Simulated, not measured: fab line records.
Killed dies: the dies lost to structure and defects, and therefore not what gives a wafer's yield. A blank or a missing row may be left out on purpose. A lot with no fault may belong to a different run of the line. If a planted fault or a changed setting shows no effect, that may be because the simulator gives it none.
Which of the tools did it? :: flow n5Finfet :: Sampling: 11 lots, 33 wafers, 2 of 1938 route steps

WHAT THE GAUGES SHOWED, per wafer
N5_MIM_BOT_LITHO_INSPECT_12: inspects for defects (macro). Usual: rawDefectCount 2.0, standard deviation 1.6.
lot: L310
measured: day 12 23:47
on: defectInspect-01
rawDefectCount: 1 0 4
flag: 

lot: L308
measured: day 13 03:42
on: defectInspect-02
rawDefectCount: 1 3 4
flag: 

lot: L312
measured: day 13 19:59
on: defectInspect-01
rawDefectCount: 0 3 6
flag: 

lot: L313
measured: day 14 07:10
on: defectInspect-01
rawDefectCount: 2 0 0
flag: 

lot: L307
measured: day 14 11:22
on: defectInspect-02
rawDefectCount: 1 3 4
flag: 

lot: L322
measured: day 16 17:43
on: defectInspect-02
rawDefectCount: 2 2 4
flag: 

lot: L324
measured: day 17 00:55
on: defectInspect-02
rawDefectCount: 0 0 1
flag: 

lot: L325
measured: day 17 05:05
on: defectInspect-01
rawDefectCount: 2 3 2
flag: 

lot: L327
measured: day 18 10:14
on: defectInspect-01
rawDefectCount: 2 6 0
flag: 

lot: L328
measured: day 18 10:31
on: defectInspect-01
rawDefectCount: 1 3 2
flag: 

lot: L330
measured: day 18 16:41
on: defectInspect-01
rawDefectCount: 3 4 2
flag: 

N5_PASSIVATION_INSPECT_61: inspects for defects (macro). Usual: rawDefectCount 2.2, standard deviation 1.5.
lot: L310
measured: day 13 01:19
on: defectInspect-01
rawDefectCount: 1 0 1
flag: 

lot: L308
measured: day 13 07:14
on: defectInspect-02
rawDefectCount: 1 1 1
flag: 

lot: L312
measured: day 13 21:43
on: defectInspect-02
rawDefectCount: 4 5 4
flag: 

lot: L313
measured: day 14 08:48
on: defectInspect-02
rawDefectCount: 1 3 0
flag: 

lot: L307
measured: day 14 12:47
on: defectInspect-02
rawDefectCount: 0 2 1
flag: 

lot: L322
measured: day 16 19:26
on: defectInspect-02
rawDefectCount: 2 0 3
flag: 

lot: L324
measured: day 17 03:32
on: defectInspect-01
rawDefectCount: 2 1 1
flag: 

lot: L325
measured: day 17 07:02
on: defectInspect-01
rawDefectCount: 4 0 3
flag: 

lot: L327
measured: day 18 13:24
on: defectInspect-02
rawDefectCount: 4 0 5
flag: 

lot: L328
measured: day 18 13:34
on: defectInspect-01
rawDefectCount: 4 5 4
flag: 

lot: L330
measured: day 18 18:18
on: defectInspect-01
rawDefectCount: 3 3 4
flag: 

EACH LOT AND THE TOOL THAT RAN IT (in order: tool; ch and the chambers of the sampled wafers; start)
There is no process step in the record ahead of these readings.

WHAT THE TOOLS THEMSELVES READ (means of the sampled wafers that have a number; where no wafer has one, the mark that the record gives instead)
The record holds no such reading with a usual standard deviation.

THE ANSWER, worked out from the rows above alone
Rule: lot off if the mean of its wafers having a number is beyond 3 standard deviations from the usual mean. Also off: a lot with no number at a reading for which 4 or more lots have one. The other lots that the step has rows for count as sound. The gauges are gone through in route order, then the tools' own readings, and for those a lot's mean is taken as printed above. At the first step where some lot is off, the reading lying furthest off is the one used; lots without a number count as furthest.
Nothing can be told from this: no lot is off at any reading shown.

WHAT HAD BEEN PUT IN BY THE SIMULATOR
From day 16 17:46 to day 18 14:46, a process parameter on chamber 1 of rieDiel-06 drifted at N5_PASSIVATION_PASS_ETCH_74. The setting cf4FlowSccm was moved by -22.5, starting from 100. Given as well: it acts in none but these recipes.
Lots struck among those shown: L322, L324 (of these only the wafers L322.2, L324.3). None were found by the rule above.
